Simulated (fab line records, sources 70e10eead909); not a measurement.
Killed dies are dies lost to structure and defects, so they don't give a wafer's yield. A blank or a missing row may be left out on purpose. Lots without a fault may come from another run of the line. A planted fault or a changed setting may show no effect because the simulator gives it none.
fab line records | flow nand_harc | part 1 of 2: steps 1 to 4 of 6
record lots=22 wafers=66 last_day=33
route steps=1302 shown A_CONTACT@1099 A_BLC@1118 A_M0@1148
lots that met no fault: from a run of the same line without faults
start_h: hours from the record's first day to the start of the lot's first wafer shown | wait_h: hours since the lot's step before | " the same as in the row above | L1.1+2: a row that stands for several wafers | - no value, or no start given | * or withheld: withheld | < > ~ a bound
route shown NAME@n: a module of which the file shows steps, and the number in the route of the first | usual: mean/standard deviation of fault-free wafers | same: alike in all rows | chamber/n: place in a boat | sites: the reading at each site | _std_site: their standard deviation | _edge_site: outer sites' mean less inner sites' | radius_mm: how far each site lies from the wafer's centre | mask NAME#n: copy n | behind: the tool/chamber that last shaped the wafer | hold: why the lot was held/for how many hours/how that ended | device: the transistor (n, p or np) that didn't switch | end of line: the same wafers' tests at the end of the route | a step without rows: its recipe alone | killed: dies lost to structure and defects at the first sort, not the wafer's yield | map: a wafer's dies, x killed, . not, _ none there
set.NAME: the setting as run; set.NAME@STEP: as run at that earlier step | model.NAME: the simulator's own value behind a step, which no gauge read
steps of the route over a sample of lots; a table a step, a row a wafer
services: from which hour (start_h, from the record's first day; less than 0 if before it) a tool's chamber was out of use, for how many hours, and why
## steps
# step NHARC_A_CONTACT_STRIP_26
# recipe o2_flow_sccm=500 ar_flow_sccm=0 bias_w=0 chemistry=O2
# usual chamber_pressure_mTorr=60.00/0.054 drypump_motor_current_A=5.5/0.4 oes_product_au=1.000/0.013 rf_vpp_V=57.6/0.86 showerhead_plenum_p_Torr=3.52/0.19 throttle_valve_pct=17.037/0.0085
# columns lot.wafer tool chamber start_h wait_h chamber_pressure_mTorr drypump_motor_current_A oes_product_au rf_hours_counter_h rf_vpp_V showerhead_plenum_p_Torr throttle_valve_pct
L076.1 rie_diel-03 2 - - 59.92 5.4 0.985 11 57.9 3.27 17.037
L076.5 " 2 " " 60.01 5.4 0.981 - 58.6 3.27 17.042
L076.6 " 3 " " 60.08 5.4 1.022 - 57.7 3.71 17.018
L075.3 rie_diel-03 3 - - 60.08 5.5 1.024 10 59.5 3.71 17.049
L075.2 " 2 " " 60.06 5.4 0.994 11 59.0 3.27 17.030
L075.5 " 3 " " 60.00 5.5 1.014 - 58.3 3.71 17.040
L078.2 rie_diel-03 2 - - 59.96 5.4 0.990 17 56.6 3.27 17.037
L078.4 " 3 " " 60.05 5.5 1.028 15 58.0 3.71 17.044
L078.5 " 0 " " 59.89 5.7 0.992 - 57.1 3.30 17.025
L079.2 rie_diel-02 1 - - 60.00 6.0 0.994 1 56.5 3.31 17.032
L079.5 " 1 " " 59.99 6.0 0.994 - 56.6 3.31 17.025
L079.4 " 2 " " 60.00 4.8 0.983 - 57.2 3.43 17.031
L077.1 rie_diel-03 1 - - 60.03 5.0 0.977 20 57.0 3.55 17.036
L077.6 " 0 " " 60.15 5.7 0.987 - 56.4 3.30 17.031
L077.5 " 1 " " 60.12 5.0 0.980 - 58.1 3.55 17.034
L081.4 rie_diel-03 1 - - 59.95 5.0 0.979 22 56.5 3.55 17.035
L081.5 " 0 " " 60.01 5.8 0.989 - 58.3 3.30 17.030
L081.6 " 1 " " 60.01 5.0 0.979 - 57.3 3.55 17.036
L082.1 rie_diel-02 1 - - 59.99 6.0 1.009 4 56.8 3.31 17.046
L082.4 " 3 " " 60.06 6.1 1.010 - 58.5 3.34 17.046
L082.5 " 1 " " 60.02 6.0 1.000 - 58.7 3.31 17.029
L084.3 rie_diel-09 2 - - 59.98 5.5 1.014 36 58.9 3.55 17.030
L084.4 " 3 " " 59.98 6.6 1.019 35 57.4 3.62 17.027
L084.2 " 0 " " 59.97 5.3 0.985 35 55.8 3.49 17.027
L083.1 rie_diel-09 3 - - 60.07 6.6 1.027 36 57.4 3.62 17.042
L083.2 " 0 " " 60.01 5.4 0.986 35 58.0 3.49 17.039
L083.6 " 2 " " 60.02 5.5 1.006 - 57.2 3.55 17.025
L085.1 rie_diel-03 1 - - 60.03 5.0 0.978 30 58.5 3.54 17.039
L085.4 " 3 " " 60.02 5.5 1.005 29 58.0 3.70 17.053
L085.5 " 0 " " 59.98 5.8 0.981 - 56.9 3.30 17.037
L086.2 rie_diel-03 3 - - 60.02 5.4 1.006 29 58.6 3.70 17.036
L086.1 " 1 " " 60.01 5.0 0.984 30 58.2 3.54 17.030
L086.5 " 3 " " 59.94 5.5 1.002 - 58.1 3.70 17.052
L087.1 rie_diel-09 2 - - 59.93 5.5 1.014 49 57.5 3.54 17.030
L087.2 " 3 " " 60.03 6.6 1.019 48 57.3 3.61 17.031
L087.3 " 0 " " 60.08 5.3 1.000 44 57.7 3.49 17.029
L090.3 rie_diel-02 0 - - 59.97 5.6 0.990 24 57.8 3.79 17.030
L090.1 " 1 " " 60.03 6.0 1.001 28 57.7 3.30 17.029
L090.4 " 2 " " 59.99 4.8 0.975 25 56.3 3.41 17.038
L088.4 rie_diel-09 3 - - 59.93 6.6 1.024 53 57.1 3.61 17.021
L088.3 " 0 " " 59.94 5.4 0.995 49 58.1 3.49 17.028
L088.1 " 1 " " 60.15 5.5 0.982 51 56.9 3.63 17.028
L089.2 rie_diel-03 3 - - 59.98 5.5 1.015 5 58.2 3.70 17.034
L089.1 " 0 " " 59.96 5.8 1.014 5 56.6 3.29 17.027
L089.3 " 1 " " 60.13 5.0 1.006 4 57.9 3.54 17.038
L092.2 rie_diel-03 3 - - 59.97 5.4 1.003 10 58.0 3.70 17.041
L092.1 " 0 " " 59.91 5.8 1.004 9 57.2 3.29 17.014
L092.4 " 1 " " 60.02 5.0 1.016 9 57.3 3.54 17.045
L091.1 rie_diel-03 0 - - 59.96 5.7 1.004 11 57.1 3.29 17.046
L091.3 " 1 " " 60.01 5.0 1.006 11 57.0 3.54 17.039
L091.5 " 0 " " 60.05 5.7 1.000 - 58.1 3.29 17.029
L093.1 rie_diel-03 3 - - 59.96 5.4 1.003 15 58.1 3.69 17.044
L093.3 " 2 " " 60.09 5.4 1.018 14 57.2 3.80 17.033
L093.5 " 0 " " 60.00 5.8 0.996 - 56.6 3.29 17.027
L094.1 rie_diel-03 1 - - 60.00 5.0 1.004 13 57.9 3.54 17.042
L094.4 " 3 " " 60.10 5.5 1.014 16 56.7 3.69 17.035
L094.5 " 1 " " 59.96 5.0 0.998 - 58.5 3.54 17.046
L095.4 rie_diel-03 3 - - 59.99 5.5 1.023 16 58.0 3.69 17.020
L095.1 " 0 " " 59.89 5.7 1.006 14 56.8 3.29 17.023
L095.3 " 1 " " 59.99 5.0 1.008 13 56.9 3.54 17.037
L097.1 rie_diel-03 1 - - 59.97 5.0 1.003 15 57.7 3.54 17.038
L097.6 " 2 " " 60.01 5.4 1.000 - 59.0 3.80 17.036
L097.5 " 3 " " 59.99 5.4 1.007 - 58.1 3.69 17.047
L096.1 rie_diel-02 3 - - 60.02 6.1 1.007 52 58.1 3.31 17.027
L096.3 " 1 " " 59.95 6.1 0.996 52 57.5 3.29 17.034
L096.2 " 2 " " 59.92 4.8 0.995 52 56.3 3.40 17.027
# step NHARC_A_CONTACT_CMP_20
# recipe t_overpolish_s=30 target_thk_nm=300
# usual motor_current_A=11.8/1.2 overpolish_run_s=30.000/0.009 retaining_ring_pressure_frac=1.000/0.0048 slurry_filter_dp_kPa=13.53/0.14 time_to_endpoint_s=61/3.7
# columns lot.wafer tool chamber start_h wait_h motor_current_A overpolish_run_s retaining_ring_pressure_frac slurry_filter_dp_kPa time_to_endpoint_s
L076.1 cmp-03 3 531.29 0.7 13.0 29.985 1.005 13.60 61
L076.5 " 3 " " 13.3 29.982 0.997 13.69 61
L076.6 " 0 " " 12.8 29.976 1.005 13.51 63
L075.3 cmp-02 2 536.69 0.4 11.6 29.998 1.003 13.41 62
L075.2 " 0 " " 9.9 30.008 1.004 13.29 58
L075.5 " 2 " " 11.6 30.013 0.997 13.37 63
L078.4 cmp-02 0 578.97 0.5 10.3 30.001 1.006 13.68 60
L078.2 " 1 " " 14.3 30.015 0.999 13.32 62
L078.5 " 3 " " 10.7 30.004 0.997 13.67 55
L079.4 cmp-03 0 583.34 0.4 12.6 29.988 0.992 13.54 58
L079.2 " 1 " " 10.6 30.010 0.999 13.65 58
L079.5 " 0 " " 12.4 29.993 0.992 13.49 55
L077.1 cmp-03 0 587.68 0.8 13.2 29.994 0.999 13.50 57
L077.5 " 1 " " 10.5 30.001 0.997 13.45 63
L077.6 " 2 " " 12.1 29.995 1.002 13.75 57
L081.4 cmp-04 1 594.90 0.4 12.8 30.011 1.000 13.62 61
L081.5 " 0 " " 12.0 30.010 1.002 13.40 64
L081.6 " 1 " " 12.1 30.000 1.002 13.43 61
L082.1 cmp-02 0 603.91 0.7 10.2 29.995 0.999 13.50 62
L082.4 " 1 " " 13.9 29.999 1.005 13.55 66
L082.5 " 2 " " 11.9 29.996 0.992 13.64 68
L084.4 cmp-03 0 617.73 0.5 12.6 30.006 0.997 13.60 57
L084.3 " 1 " " 10.2 29.990 1.004 13.44 63
L084.2 " 2 " " 11.4 30.008 1.006 13.55 58
L083.2 cmp-04 0 621.83 0.8 12.2 30.006 1.002 13.56 64
L083.1 " 2 " " 12.4 30.002 0.996 13.51 64
L083.6 " 3 " " 10.3 29.996 1.000 13.45 52
L085.1 cmp-03 0 628.09 0.6 12.7 30.004 1.012 13.62 60
L085.4 " 3 " " 12.8 30.004 0.997 13.59 57
L085.5 " 1 " " 10.7 30.005 0.997 13.64 62
L086.1 cmp-03 0 629.76 0.8 13.0 30.002 0.996 13.53 59
L086.2 " 2 " " 11.4 30.014 1.000 13.51 60
L086.5 " 0 " " 12.6 30.008 1.004 13.48 58
L087.1 cmp-02 1 648.96 0.8 14.5 30.010 0.996 13.85 60
L087.3 " 2 " " 11.9 30.016 1.000 13.40 59
L087.2 " 0 " " 9.7 30.008 0.995 13.33 56
L090.3 cmp-02 2 660.42 0.5 12.3 29.992 0.995 13.57 63
L090.4 " 3 " " 10.1 29.988 1.006 13.54 59
L090.1 " 1 " " 13.9 30.008 1.002 13.56 62
L088.4 cmp-03 0 664.98 0.4 13.0 30.012 0.996 13.58 60
L088.1 " 1 " " 10.9 30.000 0.996 13.64 64
L088.3 " 2 " " 11.5 30.004 1.000 13.62 61
L089.2 cmp-02 2 671.32 0.8 12.2 29.993 1.008 13.59 60
L089.3 " 3 " " 10.2 29.994 1.003 13.52 53
L089.1 " 1 " " 13.5 29.996 0.996 13.50 62
L092.4 cmp-03 3 705.69 0.4 13.3 30.000 1.000 13.45 61
L092.1 " 0 " " 12.2 30.013 0.997 13.46 61
L092.2 " 1 " " 10.0 29.989 1.006 13.72 64
L091.1 cmp-02 2 712.55 0.7 11.8 29.998 1.003 13.50 64
L091.3 " 3 " " 10.8 30.004 0.994 13.35 58
L091.5 " 1 " " 13.9 29.994 1.010 13.46 68
L093.1 cmp-03 2 718.64 0.8 11.1 30.001 1.003 13.29 59
L093.3 " 1 " " 10.8 29.994 1.001 13.52 62
L093.5 " 2 " " 11.4 29.996 0.997 13.35 59
L094.1 cmp-03 1 722.95 0.8 10.7 29.989 1.000 13.62 58
L094.4 " 2 " " 11.9 30.010 1.002 13.62 59
L094.5 " 1 " " 10.1 30.002 1.004 13.81 62
L095.4 cmp-03 1 723.88 0.5 10.9 30.000 0.998 13.57 63
L095.3 " 2 " " 11.6 30.019 1.003 13.45 58
L095.1 " 0 " " 12.4 30.000 1.000 13.56 59
L097.1 cmp-03 0 735.28 0.6 13.6 29.999 0.997 13.79 60
L097.5 " 0 " " 12.8 30.000 1.000 13.25 62
L097.6 " 1 " " 10.6 30.023 0.996 13.49 65
L096.1 cmp-04 0 737.22 0.7 11.5 30.003 0.998 13.47 74
L096.2 " 1 " " 12.1 30.009 1.000 13.55 69
L096.3 " 2 " " 12.4 29.997 0.991 13.69 71
# step NHARC_A_BLC_OVL_MEAS_11
# usual overlay_x_nm=0.3/0.8 overlay_y_nm=-0.1/0.96
# columns lot.wafer tool chamber start_h wait_h overlay_x_nm overlay_y_nm
L076.1 overlay-02 - 532.28 - 0.9 0.0
L076.5 " - " " 1.4 -0.1
L076.6 " - " " 1.6 -0.1
L075.2 overlay-01 - 537.56 - 2.1 -0.2
L075.3 " - " " 2.4 0.1
L075.5 " - " " 2.6 -1.1
L078.2 overlay-01 - 579.81 - 0.1 1.5
L078.4 " - " " 0.1 2.1
L078.5 " - " " -0.2 1.9
L079.2 overlay-02 - 584.31 - -1.5 0.5
L079.4 " - " " -1.2 -0.4
L079.5 " - " " -1.0 0.8
L077.1 overlay-02 - 588.60 - 0.2 0.4
L077.5 " - " " 0.5 0.2
L077.6 " - " " -0.2 0.9
L081.4 overlay-02 - 595.89 - -0.3 -0.3
L081.5 " - " " 0.5 0.0
L081.6 " - " " -0.1 -0.8
L082.1 overlay-02 - 604.87 - -0.1 -0.5
L082.4 " - " " -0.2 0.3
L082.5 " - " " 0.1 0.0
L084.2 overlay-02 - 618.61 - 0.4 0.5
L084.3 " - " " 0.4 -0.1
L084.4 " - " " 0.8 -0.3
L083.1 overlay-02 - 622.81 - -0.3 1.0
L083.2 " - " " 0.1 1.5
L083.6 " - " " 0.3 0.8
L085.1 overlay-01 - 629.10 - -0.4 -0.4
L085.4 " - " " -0.3 0.4
L085.5 " - " " -0.6 -0.7
L086.1 overlay-02 - 630.73 - 0.6 -1.7
L086.2 " - " " 0.2 -1.5
L086.5 " - " " 1.1 -1.2
L087.1 overlay-01 - 649.83 - 0.2 0.8
L087.2 " - " " -0.4 -0.1
L087.3 " - " " 0.2 -0.2
L090.1 overlay-02 - 661.41 - -0.3 -1.9
L090.3 " - " " 0.5 -1.8
L090.4 " - " " -0.2 -1.9
L088.1 overlay-02 - 665.86 - 0.5 -1.6
L088.3 " - " " 0.8 -1.4
L088.4 " - " " 1.0 -0.9
L089.1 overlay-01 - 672.20 - -0.8 -0.2
L089.2 " - " " -0.8 0.0
L089.3 " - " " -0.3 -0.1
L092.1 overlay-02 - 706.66 - 0.2 0.7
L092.2 " - " " 0.8 1.1
L092.4 " - " " 1.2 0.3
L091.1 overlay-02 - 713.39 - 0.1 -0.8
L091.3 " - " " 0.4 -1.1
L091.5 " - " " 0.2 -0.9
L093.1 overlay-02 - 719.64 - -1.1 -1.3
L093.3 " - " " -0.6 -1.1
L093.5 " - " " -1.0 -2.1
L094.1 overlay-01 - 723.96 - 0.7 -1.3
L094.4 " - " " 0.9 -0.6
L094.5 " - " " 0.7 -0.2
L095.1 overlay-01 - 724.75 - 1.7 1.4
L095.3 " - " " 1.6 1.4
L095.4 " - " " 1.6 1.6
L097.1 overlay-02 - 736.27 - -0.7 -0.4
L097.5 " - " " -0.5 -0.9
L097.6 " - " " 0.5 -0.7
L096.1 overlay-01 - 738.22 - 0.8 0.5
L096.2 " - " " 1.1 0.5
L096.3 " - " " 0.8 -0.4
# step NHARC_A_BLC_CMP_25
# recipe t_overpolish_s=30 target_thk_nm=150
# usual motor_current_A=11.9/1.3 overpolish_run_s=30.000/0.009 retaining_ring_pressure_frac=1.000/0.0044 slurry_filter_dp_kPa=13.51/0.13 time_to_endpoint_s=30.1/3
# columns lot.wafer tool chamber start_h wait_h motor_current_A overpolish_run_s retaining_ring_pressure_frac slurry_filter_dp_kPa time_to_endpoint_s
L076.1 cmp-04 1 534.97 0.4 12.3 30.006 1.004 13.76 30.7
L076.6 " 3 " " 10.4 30.013 0.996 13.41 25.3
L076.5 " 0 " " 12.3 29.986 1.004 13.43 33.4
L075.2 cmp-01 0 540.23 0.5 11.7 29.991 0.994 13.64 31.1
L075.3 " 2 " " 12.9 29.995 0.999 13.48 28.2
L075.5 " 0 " " 11.2 29.995 0.989 13.66 30.4
L078.4 cmp-01 0 582.96 0.3 11.7 30.003 1.007 13.62 31.0
L078.2 " 1 " " 13.6 30.003 0.996 13.53 34.8
L078.5 " 0 " " 12.5 29.999 1.000 13.50 32.3
L079.2 cmp-01 0 587.22 0.4 11.8 30.018 0.994 13.66 29.1
L079.4 " 3 " " 11.1 30.012 0.997 13.34 25.3
L079.5 " 0 " " 11.9 30.015 0.994 13.25 31.9
L077.1 cmp-04 2 591.31 0.5 11.8 29.992 1.001 13.51 33.4
L077.6 " 3 " " 10.3 29.994 1.006 13.48 23.5
L077.5 " 0 " " 11.4 30.001 1.000 13.35 32.3
L081.4 cmp-02 2 598.54 0.3 11.8 29.996 0.993 13.45 34.9
L081.6 " 2 " " 11.5 29.990 0.988 13.45 35.0
L081.5 " 3 " " 10.3 30.003 1.004 13.65 26.7
L082.1 cmp-01 0 607.56 0.4 11.7 30.003 1.001 13.70 29.0
L082.4 " 3 " " 11.1 30.007 0.998 13.40 26.5
L082.5 " 1 " " 14.7 29.998 1.002 13.57 31.0
L084.2 cmp-02 3 621.33 0.5 10.4 30.004 0.998 13.44 28.2
L084.4 " 0 " " 9.2 30.003 1.004 13.60 27.7
L084.3 " 1 " " 13.7 29.994 1.004 13.36 31.3
L083.1 cmp-04 2 625.45 0.5 12.2 30.022 0.996 13.58 33.9
L083.2 " 1 " " 11.8 29.999 0.994 13.63 33.7
L083.6 " 2 " " 13.4 30.008 0.997 13.32 33.7
L085.1 cmp-02 3 631.84 0.4 10.6 29.988 1.002 13.65 25.3
L085.4 " 0 " " 9.9 30.003 1.009 13.34 30.1
L085.5 " 3 " " 10.3 30.004 1.000 13.50 26.4
L086.2 cmp-04 0 633.39 0.4 11.4 29.990 1.004 13.59 33.8
L086.1 " 2 " " 13.7 29.985 1.000 13.41 33.3
L086.5 " 0 " " 11.7 29.991 1.000 13.62 32.8
L087.3 cmp-02 0 652.48 0.3 9.7 30.005 0.994 13.68 31.6
L087.1 " 1 " " 14.1 29.979 1.000 13.42 31.8
L087.2 " 3 " " 10.5 29.999 1.002 13.64 24.4
L090.1 cmp-04 1 664.36 0.5 12.1 30.017 1.000 13.61 28.4
L090.3 " 3 " " 10.7 29.993 0.999 13.66 24.0
L090.4 " 0 " " 11.6 30.003 1.004 13.60 29.0
L088.3 cmp-01 0 668.70 0.3 11.9 30.001 0.998 13.36 30.5
L088.4 " 2 " " 12.1 29.982 0.997 13.83 28.0
L088.1 " 3 " " 11.2 29.992 1.003 13.55 26.6
L089.2 cmp-01 0 674.95 0.4 11.8 30.010 1.001 13.64 29.6
L089.3 " 1 " " 13.9 29.998 1.007 13.65 32.5
L089.1 " 3 " " 11.0 29.999 1.003 13.35 27.4
L092.1 cmp-02 1 709.31 0.5 13.4 30.000 1.005 13.59 30.0
L092.4 " 2 " " 11.8 29.996 1.000 13.60 30.8
L092.2 " 0 " " 10.4 30.007 0.997 13.53 28.8
L091.1 cmp-01 0 716.02 0.5 12.0 30.001 1.001 13.65 32.7
L091.3 " 3 " " 11.6 30.010 1.006 13.54 27.7
L091.5 " 1 " " 14.2 30.004 1.004 13.51 36.2
L093.1 cmp-02 1 722.28 0.5 13.8 30.008 0.997 13.50 31.3
L093.3 " 3 " " 10.1 30.005 1.005 13.50 29.1
L093.5 " 2 " " 12.2 30.006 0.999 13.55 33.0
L094.4 cmp-01 2 726.69 0.4 12.0 29.978 1.000 13.45 26.1
L094.1 " 3 " " 11.2 29.996 1.003 13.47 26.0
L094.5 " 0 " " 11.7 30.012 0.995 13.34 32.8
L095.1 cmp-01 2 727.66 0.5 12.2 30.015 0.991 13.71 26.6
L095.4 " 3 " " 11.4 30.003 1.002 13.16 24.9
L095.3 " 0 " " 11.7 30.003 1.004 13.34 31.3
L097.1 cmp-02 0 738.98 0.4 9.6 29.998 1.003 13.60 30.1
L097.5 " 2 " " 11.7 29.991 1.001 13.75 32.1
L097.6 " 3 " " 10.8 30.008 0.987 13.63 26.4
L096.3 cmp-02 0 740.85 0.3 9.8 29.994 0.997 13.44 29.2
L096.2 " 1 " " 13.9 29.995 0.997 13.43 30.0
L096.1 " 3 " " 9.9 29.993 1.001 13.37 25.7
